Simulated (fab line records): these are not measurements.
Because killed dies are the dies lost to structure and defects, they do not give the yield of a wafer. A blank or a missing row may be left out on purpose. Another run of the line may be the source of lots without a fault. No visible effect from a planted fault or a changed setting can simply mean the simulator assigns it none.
Matching of chambers || flow n5-finfet || N5_BEOL_M12_ILD_DEP_00 on pecvd-03: 3 sister chambers
The step deposits SiOC from DEMS/O2, target thk 658.92 nm, time 130.7 s. 24 wafers are shown with their chamber, then 12 later ones without.

WAFERS PAIRED WITH THEIR CHAMBERS
{"wafer": "L076.1", "chamber": 1, "throttle-valve-pct (%)": 12.4, "heater-power-w (W)": 299, "showerhead-plenum-p-Torr (Torr)": 5.707}
{"wafer": "L076.3", "chamber": 0, "throttle-valve-pct (%)": 11.8, "heater-power-w (W)": 448, "showerhead-plenum-p-Torr (Torr)": 5.698}
{"wafer": "L076.5", "chamber": 0, "throttle-valve-pct (%)": 12.0, "heater-power-w (W)": 463, "showerhead-plenum-p-Torr (Torr)": 5.678}
{"wafer": "L077.1", "chamber": 0, "throttle-valve-pct (%)": 11.9, "heater-power-w (W)": 446, "showerhead-plenum-p-Torr (Torr)": 5.691}
{"wafer": "L077.3", "chamber": 2, "throttle-valve-pct (%)": 11.3, "heater-power-w (W)": 494, "showerhead-plenum-p-Torr (Torr)": 5.690}
{"wafer": "L077.6", "chamber": 0, "throttle-valve-pct (%)": 11.8, "heater-power-w (W)": 468, "showerhead-plenum-p-Torr (Torr)": 5.694}
{"wafer": "L081.2", "chamber": 1, "throttle-valve-pct (%)": 12.1, "heater-power-w (W)": 356, "showerhead-plenum-p-Torr (Torr)": 5.691}
{"wafer": "L081.3", "chamber": 2, "throttle-valve-pct (%)": 11.6, "heater-power-w (W)": 555, "showerhead-plenum-p-Torr (Torr)": 5.676}
{"wafer": "L081.5", "chamber": 1, "throttle-valve-pct (%)": 12.2, "heater-power-w (W)": 287, "showerhead-plenum-p-Torr (Torr)": 5.694}
{"wafer": "L079.1", "chamber": 0, "throttle-valve-pct (%)": 11.6, "heater-power-w (W)": 454, "showerhead-plenum-p-Torr (Torr)": 5.703}
{"wafer": "L079.3", "chamber": 2, "throttle-valve-pct (%)": 11.5, "heater-power-w (W)": 512, "showerhead-plenum-p-Torr (Torr)": 5.689}
{"wafer": "L079.6", "chamber": 0, "throttle-valve-pct (%)": 11.7, "heater-power-w (W)": 462, "showerhead-plenum-p-Torr (Torr)": 5.687}
{"wafer": "L083.2", "chamber": 1, "throttle-valve-pct (%)": 12.2, "heater-power-w (W)": 327, "showerhead-plenum-p-Torr (Torr)": 5.685}
{"wafer": "L083.4", "chamber": 0, "throttle-valve-pct (%)": 11.7, "heater-power-w (W)": 458, "showerhead-plenum-p-Torr (Torr)": 5.700}
{"wafer": "L083.5", "chamber": 1, "throttle-valve-pct (%)": 12.2, "heater-power-w (W)": 345, "showerhead-plenum-p-Torr (Torr)": 5.693}
{"wafer": "L086.1", "chamber": 1, "throttle-valve-pct (%)": 12.1, "heater-power-w (W)": 329, "showerhead-plenum-p-Torr (Torr)": 5.705}
{"wafer": "L086.3", "chamber": 0, "throttle-valve-pct (%)": 11.8, "heater-power-w (W)": 391, "showerhead-plenum-p-Torr (Torr)": 5.686}
{"wafer": "L086.4", "chamber": 2, "throttle-valve-pct (%)": 11.3, "heater-power-w (W)": 527, "showerhead-plenum-p-Torr (Torr)": 5.689}
{"wafer": "L089.4", "chamber": 2, "throttle-valve-pct (%)": 11.5, "heater-power-w (W)": 559, "showerhead-plenum-p-Torr (Torr)": 5.687}
{"wafer": "L089.5", "chamber": 0, "throttle-valve-pct (%)": 11.7, "heater-power-w (W)": 441, "showerhead-plenum-p-Torr (Torr)": 5.700}
{"wafer": "L089.6", "chamber": 1, "throttle-valve-pct (%)": 12.2, "heater-power-w (W)": 367, "showerhead-plenum-p-Torr (Torr)": 5.707}
{"wafer": "L090.1", "chamber": 1, "throttle-valve-pct (%)": 12.2, "heater-power-w (W)": 347, "showerhead-plenum-p-Torr (Torr)": 5.690}
{"wafer": "L090.2", "chamber": 2, "throttle-valve-pct (%)": 11.5, "heater-power-w (W)": 567, "showerhead-plenum-p-Torr (Torr)": 5.688}
{"wafer": "L090.5", "chamber": 2, "throttle-valve-pct (%)": 11.2, "heater-power-w (W)": 455, "showerhead-plenum-p-Torr (Torr)": 5.687}

SIGNATURES (averages over the wafers above)
{"reading": "throttle-valve-pct", "chamber 0": 11.778, "chamber 1": 12.200, "chamber 2": 11.414, "scatter within a chamber": 0.12}
{"reading": "heater-power-w", "chamber 0": 447.89, "chamber 1": 332.12, "chamber 2": 524.14, "scatter within a chamber": 30.4}
{"reading": "showerhead-plenum-p-Torr", "chamber 0": 5.69300, "chamber 1": 5.69650, "chamber 2": 5.68657, "scatter within a chamber": 0.00753}
Rule: distance of a wafer from a chamber = root of the sum over the readings of ((wafer's reading minus chamber's mean) / reading's scatter) squared. If the next closest chamber is less than 2 further off than the closest, the wafer can't be placed; otherwise it belongs to the closest. The scatter: take each reading less its chamber's mean, square it, sum over the shown wafers, divide by the number of wafers less the number of chambers, and take the root.

WAFERS WHOSE CHAMBER IS MISSING
{"wafer": "L093.2", "throttle-valve-pct (%)": 12.4, "heater-power-w (W)": 374, "showerhead-plenum-p-Torr (Torr)": 5.695}
{"wafer": "L093.4", "throttle-valve-pct (%)": 12.2, "heater-power-w (W)": 295, "showerhead-plenum-p-Torr (Torr)": 5.683}
{"wafer": "L093.5", "throttle-valve-pct (%)": 11.3, "heater-power-w (W)": 501, "showerhead-plenum-p-Torr (Torr)": 5.694}
{"wafer": "L094.1", "throttle-valve-pct (%)": 11.7, "heater-power-w (W)": 471, "showerhead-plenum-p-Torr (Torr)": 5.671}
{"wafer": "L094.4", "throttle-valve-pct (%)": 11.6, "heater-power-w (W)": 509, "showerhead-plenum-p-Torr (Torr)": 5.673}
{"wafer": "L094.6", "throttle-valve-pct (%)": 12.4, "heater-power-w (W)": 293, "showerhead-plenum-p-Torr (Torr)": 5.688}
{"wafer": "L096.1", "throttle-valve-pct (%)": 11.5, "heater-power-w (W)": 487, "showerhead-plenum-p-Torr (Torr)": 5.700}
{"wafer": "L096.3", "throttle-valve-pct (%)": 12.1, "heater-power-w (W)": 364, "showerhead-plenum-p-Torr (Torr)": 5.689}
{"wafer": "L096.4", "throttle-valve-pct (%)": 11.5, "heater-power-w (W)": 465, "showerhead-plenum-p-Torr (Torr)": 5.691}
{"wafer": "L097.2", "throttle-valve-pct (%)": 12.0, "heater-power-w (W)": 303, "showerhead-plenum-p-Torr (Torr)": 5.698}
{"wafer": "L097.5", "throttle-valve-pct (%)": 11.4, "heater-power-w (W)": 510, "showerhead-plenum-p-Torr (Torr)": 5.708}
{"wafer": "L097.6", "throttle-valve-pct (%)": 11.9, "heater-power-w (W)": 418, "showerhead-plenum-p-Torr (Torr)": 5.705}

THE CHAMBER EACH PASSED THROUGH
{"wafer": "L093.2", "from the rows above": 1, "in truth": 1}
{"wafer": "L093.4", "from the rows above": 1, "in truth": 1}
{"wafer": "L093.5", "from the rows above": 2, "in truth": 2}
{"wafer": "L094.1", "from the rows above": "can't be placed: 0 or 2", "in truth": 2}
{"wafer": "L094.4", "from the rows above": "can't be placed: 2 or 0", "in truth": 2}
{"wafer": "L094.6", "from the rows above": 1, "in truth": 1}
{"wafer": "L096.1", "from the rows above": "can't be placed: 2 or 0", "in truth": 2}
{"wafer": "L096.3", "from the rows above": 1, "in truth": 1}
{"wafer": "L096.4", "from the rows above": "can't be placed: 2 or 0", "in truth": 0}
{"wafer": "L097.2", "from the rows above": 1, "in truth": 1}
{"wafer": "L097.5", "from the rows above": "can't be placed: 2 or 0", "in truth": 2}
{"wafer": "L097.6", "from the rows above": "can't be placed: 0 or 1", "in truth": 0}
Placed correctly: 6 of 12. Can't be placed from these rows: 6 (the true chamber is among the candidates in 6). 0 placed wrongly.
